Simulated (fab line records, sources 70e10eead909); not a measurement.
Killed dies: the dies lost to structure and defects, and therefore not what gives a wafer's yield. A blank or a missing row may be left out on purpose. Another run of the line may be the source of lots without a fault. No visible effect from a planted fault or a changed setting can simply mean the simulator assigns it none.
fab line records	flow nandHarc
record: lots: 12	wafers: 36	lastDay: 33
route steps=1302 shown A_BLC@1125 A_M0@1145 END@1302
lots that met no fault: taken from a fault-free run of the same line
startH: hours from the record's opening day to when the first of the lot's shown wafers began	waitH: hours from the lot's prior step to this one	" identical to the entry in the row above	L1.1+2: one row covering several wafers at once	- either no value or no given start	* or withheld: withheld	< > ~ a bound
route shown NAME@n: names a module that has steps shown in the file, with the first one's number in the route	usual: mean/standard deviation of fault-free wafers	same: alike in all rows	chamber/n: place in a boat	sites: each site's reading	_std_site: standard deviation of those values	_edge_site: mean of outer sites minus mean of inner sites	radiusMm: for every site, how far away it sits from the centre of the wafer	mask NAME#n: copy n	behind: the last tool/chamber to shape the wafer	hold: why the lot went on hold/how many hours it stayed there/how the hold came to an end	device: which transistor (n, p or np) failed to switch	end of line: the tests these same wafers got at the end of their route	for a step that has no rows: nothing shown but its recipe	killed: the dies lost at the first sort to structure and to defects; this is not the yield of the wafer	map: the dies of a wafer, with x for killed, . for not killed, _ for no die there
set.NAME: the setting the step ran with; set.NAME@STEP: the setting that earlier step ran with	model.NAME: the simulator's own value behind a step, which no gauge read
steps of the route over a sample of lots; a table a step, a row a wafer
services: from which hour (startH, from the record's first day; less than 0 if before it) a tool's chamber was out of use, for how many hours, and why
== steps ==
step: NHARC_A_BLC_STRIP_29
recipe: cf4FlowSccm: 150	arFlowSccm: 0	biasW: 0	chemistry: CF4
usual: drypumpMotorCurrentA: 5.7/0.48	oesProductAu: 0.994/0.01	rfVppV: 59.4/0.92	showerheadPlenumPTorr: 1.77/0.079	throttleValvePct: 13.284/0.0091
lot.wafer	tool	chamber	startH	waitH	drypumpMotorCurrentA	oesProductAu	rfHoursCounterH	rfVppV	showerheadPlenumPTorr	throttleValvePct
L946.2	rieDiel-06	0	529.94	0.1	6.0	0.997	2	60.0	1.88	13.279
L946.1	"	2	"	"	5.7	0.980	2	58.2	1.79	13.287
L946.6	"	0	"	"	5.9	0.991	-	60.1	1.88	13.284
L947.3	rieDiel-06	1	531.67	0.1	4.9	1.001	2	58.4	1.69	13.288
L947.4	"	2	"	"	5.7	0.988	2	60.0	1.79	13.279
L947.2	"	0	"	"	5.9	0.993	2	58.3	1.88	13.289
L949.2	rieDiel-06	1	539.53	0.1	5.0	1.001	3	58.3	1.69	13.274
L949.4	"	2	"	"	5.7	0.988	3	58.7	1.79	13.275
L949.6	"	1	"	"	4.9	1.000	-	58.2	1.69	13.285
L951.2	rieDiel-07	2	559.93	0.1	6.4	0.976	6	58.6	1.72	13.298
L951.1	"	0	"	"	5.4	0.984	5	58.8	1.67	13.273
L951.5	"	2	"	"	6.3	0.977	-	59.4	1.72	13.284
L950.2	rieDiel-07	0	561.89	0.1	5.4	0.994	6	59.5	1.67	13.282
L950.3	"	3	"	"	5.2	1.010	5	58.0	1.72	13.281
L950.6	"	0	"	"	5.4	1.002	-	58.4	1.67	13.301
L952.3	rieDiel-07	2	575.73	0.1	6.3	0.981	7	59.3	1.72	13.287
L952.5	"	0	"	"	5.5	1.001	-	59.5	1.67	13.293
L952.6	"	1	"	"	6.4	0.995	-	60.7	1.79	13.296
L953.1	rieDiel-06	0	578.88	0.1	5.9	0.992	6	58.7	1.88	13.288
L953.3	"	3	"	"	5.8	0.992	6	60.4	1.89	13.267
L953.6	"	1	"	"	4.9	1.015	-	58.0	1.69	13.281
L954.1	rieDiel-06	2	611.90	0.1	5.7	0.994	8	59.3	1.79	13.270
L954.3	"	0	"	"	6.0	0.990	8	60.1	1.88	13.289
L954.5	"	2	"	"	5.7	0.983	-	59.9	1.79	13.287
L955.1	rieDiel-07	0	617.75	0.1	5.4	0.996	10	59.6	1.67	13.292
L955.2	"	1	"	"	6.4	1.000	10	58.2	1.79	13.293
L955.5	"	1	"	"	6.4	1.002	-	59.5	1.79	13.279
L963.2	rieDiel-06	3	698.98	0.1	5.8	0.993	1	60.6	1.89	13.279
L963.3	"	0	"	"	6.0	0.984	2	58.6	1.88	13.270
L963.6	"	3	"	"	5.8	0.975	-	60.0	1.89	13.300
L965.2	rieDiel-07	3	702.65	0.1	5.2	1.006	4	59.3	1.72	13.274
L965.3	"	0	"	"	5.4	1.006	4	57.9	1.67	13.285
L965.5	"	1	"	"	6.4	1.013	-	60.5	1.79	13.289
L968.3	rieDiel-06	3	742.89	0.1	5.8	0.990	3	59.3	1.89	13.275
L968.4	"	0	"	"	6.0	0.985	3	59.8	1.88	13.276
L968.1	"	2	"	"	5.7	0.979	3	59.8	1.78	13.287
step: NHARC_A_BLC_DEGAS_30
recipe: tempC: 300	timeS: 60
usual: heaterPowerW: 475/51
lot.wafer	tool	chamber	startH	waitH	heaterPowerW
L946.2	pvdSputter-03	-	530.46	-	478
L946.1	"	-	"	"	417
L946.6	"	-	"	"	504
L947.3	pvdSputter-02	-	532.19	-	414
L947.2	"	-	"	"	448
L947.4	"	-	"	"	451
L949.2	pvdSputter-01	-	540.05	-	600
L949.4	"	-	"	"	503
L949.6	"	-	"	"	596
L951.1	pvdSputter-03	-	560.47	-	424
L951.2	"	-	"	"	464
L951.5	"	-	"	"	461
L950.2	pvdSputter-03	-	562.41	-	425
L950.3	"	-	"	"	467
L950.6	"	-	"	"	488
L952.3	pvdSputter-01	-	576.27	-	545
L952.5	"	-	"	"	595
L952.6	"	-	"	"	510
L953.1	pvdSputter-02	-	579.40	-	462
L953.3	"	-	"	"	430
L953.6	"	-	"	"	457
L954.3	pvdSputter-01	-	612.47	-	531
L954.1	"	-	"	"	505
L954.5	"	-	"	"	522
L955.1	pvdSputter-03	-	618.27	-	426
L955.2	"	-	"	"	411
L955.5	"	-	"	"	461
L963.2	pvdSputter-01	-	699.50	-	500
L963.3	"	-	"	"	518
L963.6	"	-	"	"	513
L965.3	pvdSputter-03	-	703.15	-	432
L965.2	"	-	"	"	412
L965.5	"	-	"	"	466
L968.4	pvdSputter-03	-	743.42	-	484
L968.3	"	-	"	"	412
L968.1	"	-	"	"	469
step: NHARC_A_M0_PEB_07
recipe: pebTempC: 100	pebTimeS: 65
usual: exhaustPa: 45.2/0.86	plateTempC: 100.00/0.12
lot.wafer	tool	chamber	startH	waitH	exhaustPa	plateTempC
L946.1	lithoTrack-01	0	532.67	0.1	45.8	99.86
L946.2	"	0	"	"	45.0	100.03
L946.6	"	0	"	"	46.4	99.84
L947.2	lithoTrack-01	0	534.49	0.1	46.4	100.01
L947.3	"	0	"	"	45.5	99.85
L947.4	"	0	"	"	45.0	100.00
L949.2	lithoTrack-04	0	542.77	0.1	44.9	99.97
L949.4	"	0	"	"	43.0	99.85
L949.6	"	0	"	"	44.9	99.91
L951.1	lithoTrack-01	0	563.08	0.1	45.1	99.83
L951.2	"	0	"	"	45.0	100.01
L951.5	"	0	"	"	45.2	99.94
L950.2	lithoTrack-06	0	565.03	0.1	44.7	100.03
L950.3	"	0	"	"	44.8	100.09
L950.6	"	0	"	"	44.8	99.96
L952.3	lithoTrack-06	0	578.44	0.0	45.2	100.12
L952.5	"	0	"	"	46.1	100.15
L952.6	"	0	"	"	45.5	100.25
L953.1	lithoTrack-01	0	581.59	0.1	46.3	99.83
L953.3	"	0	"	"	46.3	100.00
L953.6	"	0	"	"	45.5	99.98
L954.1	lithoTrack-01	0	614.66	0.1	45.1	99.99
L954.3	"	0	"	"	45.3	100.19
L954.5	"	0	"	"	45.1	99.96
L955.1	lithoTrack-04	0	620.39	0.1	44.1	100.10
L955.2	"	0	"	"	44.9	99.85
L955.5	"	0	"	"	43.7	100.07
L963.2	lithoTrack-04	0	701.68	0.1	43.2	100.01
L963.3	"	0	"	"	44.8	99.98
L963.6	"	0	"	"	43.7	99.94
L965.2	lithoTrack-04	0	705.38	0.1	44.5	100.12
L965.3	"	0	"	"	42.9	100.04
L965.5	"	0	"	"	44.2	99.92
L968.1	lithoTrack-06	0	745.63	0.1	45.7	99.93
L968.3	"	0	"	"	47.6	99.73
L968.4	"	0	"	"	45.7	99.98
step: NHARC_A_M0_CD_MEAS_09
recipe: targetCdNm: 80	landingEnergyEv: 500
usual: cdNm: 79.9/0.69
lot.wafer	tool	chamber	startH	waitH	cdNm
L946.1	cdSem-03	0	532.75	-	80.1
L946.2	"	0	"	"	81.0
L946.6	"	0	"	"	79.9
L947.2	cdSem-03	0	534.57	-	81.4
L947.3	"	0	"	"	79.9
L947.4	"	0	"	"	80.3
L949.2	cdSem-01	0	542.85	-	79.9
L949.4	"	0	"	"	79.7
L949.6	"	0	"	"	79.9
L951.1	cdSem-03	0	563.16	-	80.4
L951.2	"	0	"	"	80.8
L951.5	"	0	"	"	80.8
L950.2	cdSem-02	0	565.11	-	79.4
L950.3	"	0	"	"	79.4
L950.6	"	0	"	"	80.6
L952.3	cdSem-01	0	578.52	-	79.7
L952.5	"	0	"	"	80.0
L952.6	"	0	"	"	81.0
L953.1	cdSem-03	0	581.67	-	79.7
L953.3	"	0	"	"	79.3
L953.6	"	0	"	"	80.1
L954.1	cdSem-01	0	614.74	-	80.6
L954.3	"	0	"	"	80.5
L954.5	"	0	"	"	79.6
L955.1	cdSem-03	0	620.47	-	80.2
L955.2	"	0	"	"	79.7
L955.5	"	0	"	"	80.5
L963.2	cdSem-02	0	701.77	-	82.7
L963.3	"	0	"	"	82.3
L963.6	"	0	"	"	83.3
L965.2	cdSem-02	0	705.46	-	83.0
L965.3	"	0	"	"	82.8
L965.5	"	0	"	"	83.1
L968.1	cdSem-02	0	745.71	-	80.2
L968.3	"	0	"	"	79.8
L968.4	"	0	"	"	80.2
step: NHARC_A_M0_INSPECT_11
usual: rawDefectCount: 81/37
lot.wafer	tool	chamber	startH	waitH	rawDefectCount
L946.1	defectInspect-01	-	532.88	0.0	99
L946.2	"	-	"	"	133
L946.6	"	-	"	"	119
L947.2	defectInspect-02	-	534.69	0.0	18
L947.3	"	-	"	"	19
L947.4	"	-	"	"	16
L949.2	defectInspect-01	-	542.97	0.0	54
L949.4	"	-	"	"	65
L949.6	"	-	"	"	62
L951.1	defectInspect-01	-	563.28	0.0	125
L951.2	"	-	"	"	128
L951.5	"	-	"	"	116
L950.2	defectInspect-01	-	565.24	0.0	56
L950.3	"	-	"	"	55
L950.6	"	-	"	"	71
L952.3	defectInspect-01	-	578.64	0.0	105
L952.5	"	-	"	"	131
L952.6	"	-	"	"	125
L953.1	defectInspect-02	-	581.79	0.0	91
L953.3	"	-	"	"	87
L953.6	"	-	"	"	77
L954.1	defectInspect-02	-	614.86	0.0	119
L954.3	"	-	"	"	137
L954.5	"	-	"	"	149
L955.1	defectInspect-01	-	620.59	0.0	29
L955.2	"	-	"	"	39
L955.5	"	-	"	"	27
L963.2	defectInspect-02	-	701.89	0.0	101
L963.3	"	-	"	"	100
L963.6	"	-	"	"	113
L965.2	defectInspect-01	-	705.58	0.0	33
L965.3	"	-	"	"	23
L965.5	"	-	"	"	43
L968.1	defectInspect-02	-	745.83	0.0	116
L968.3	"	-	"	"	111
L968.4	"	-	"	"	122
step: NHARC_END_SORT_01
recipe: tempC: 25
usual: defectLimitedYield: 91.1/2.9	killedAtArray: 55/20	killedAtOther: 0.7/0.96	killedAtPeriphery: 4.1/2.4	killedDies: 60/20	killedOpen: 3.3/1.9	killedShort: 2.8/1.6
same: grossDies: 677
lot.wafer	tool	chamber	startH	waitH	defectLimitedYield[%]	killedAtArray	killedAtOther	killedAtPeriphery	killedDies	killedOpen	killedShort
L954.1	prober-01	0	654.56	2.5	86.9	86	1	2	89	6	3
L954.3	prober-01	0	656.14	3.1	85.8	91	3	2	96	9	2
L954.5	prober-01	0	657.72	3.7	88.0	74	1	6	81	3	3
killed by level:class
L954.1 A_CHANNEL_HOLE_D1:chamberFilmFlake=29 A_SLIT:chamberFilmFlake=28 A_CHANNEL_HOLE_D2:chamberFilmFlake=12 A_STAIRCASE:chamberFilmFlake=3 A_CHANNEL_FILL_D1:geometricParticle:open=2 A_WL_FILL:geometricParticle:short=2 A_DECK1_JOINT:chamberFilmFlake=2 A_CHANNEL_FILL_D1:geometricParticle:short=1
L954.3 A_CHANNEL_HOLE_D1:chamberFilmFlake=32 A_SLIT:chamberFilmFlake=26 A_CHANNEL_HOLE_D2:chamberFilmFlake=16 A_DECK1_JOINT:geometricParticle:open=3 THIN_TSV:chamberFilmFlake=3 A_STAIRCASE:chamberFilmFlake=3 P_STI:geometricParticle:short=1 A_CHANNEL_FILL_D1:geometricParticle:open=1
L954.5 A_CHANNEL_HOLE_D1:chamberFilmFlake=32 A_SLIT:chamberFilmFlake=18 A_CHANNEL_HOLE_D2:chamberFilmFlake=9 A_STAIRCASE:chamberFilmFlake=5 A_CHANNEL_FILL_D2:chamberFilmFlake=2 A_CONTACT:chamberFilmFlake=2 P_CONTACT:geometricParticle:open=1 P_M0:geometricParticle:short=1
== services ==
tool	chamber	startH	hours	kind
rieDiel-07	3	524.02	6.2	repair
lithoTrack-06	-	529.00	7.0	pm
pvdSputter-01	-	530.60	2.3	repair
pvdSputter-03	-	531.37	10.0	pm
pvdSputter-01	-	535.65	0.8	repair
lithoTrack-04	-	553.00	7.0	pm
pvdSputter-01	-	582.00	10.0	pm
pvdSputter-01	-	606.46	3.1	repair
rieDiel-06	1	609.44	2.8	repair
rieDiel-06	3	634.62	7.7	repair
rieDiel-06	2	636.69	6.9	repair
pvdSputter-02	-	638.02	10.0	pm
rieDiel-07	-	649.24	9.0	pm
pvdSputter-02	-	658.04	2.0	repair
rieDiel-06	3	658.72	21.6	repair
rieDiel-06	-	661.23	9.0	pm
pvdSputter-01	-	667.06	2.0	repair
lithoTrack-01	-	680.00	7.0	pm
lithoTrack-06	-	704.01	7.0	pm
rieDiel-07	2	707.56	5.1	repair
pvdSputter-03	-	709.37	10.0	pm
rieDiel-07	0	723.26	7.1	repair
rieDiel-07	3	727.41	4.6	repair
lithoTrack-04	-	728.00	7.0	pm
== key ==
firstSign: step: NHARC_A_M0_CD_MEAS_09	reading: cdNm	direction: up	sigmas: 4.3	usual: 79.9	struck: 82.9	through: controlLoop
effect none on later readings
metAt NHARC_A_M0_PEB_07
struckLots L963,L965
loopTrim: step: NHARC_A_M0_EXPOSE_06	setting: dose	lots: L965
notActingAt NHARC_A_BLC_STRIP_29,NHARC_A_BLC_DEGAS_30,NHARC_A_M0_INSPECT_11
onsetBetween 620.39 701.68
fault: kind: processParameterDrift	tool: lithoTrack-04	chamber: -	onsetH: 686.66	steps: NHARC_A_M0_PEB_07	channel: pebTimeS	offset: *	shape: step	endH: 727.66	actsIn: *	stated: *
loopTrim: a control loop set the setting to another value than it would have without faults
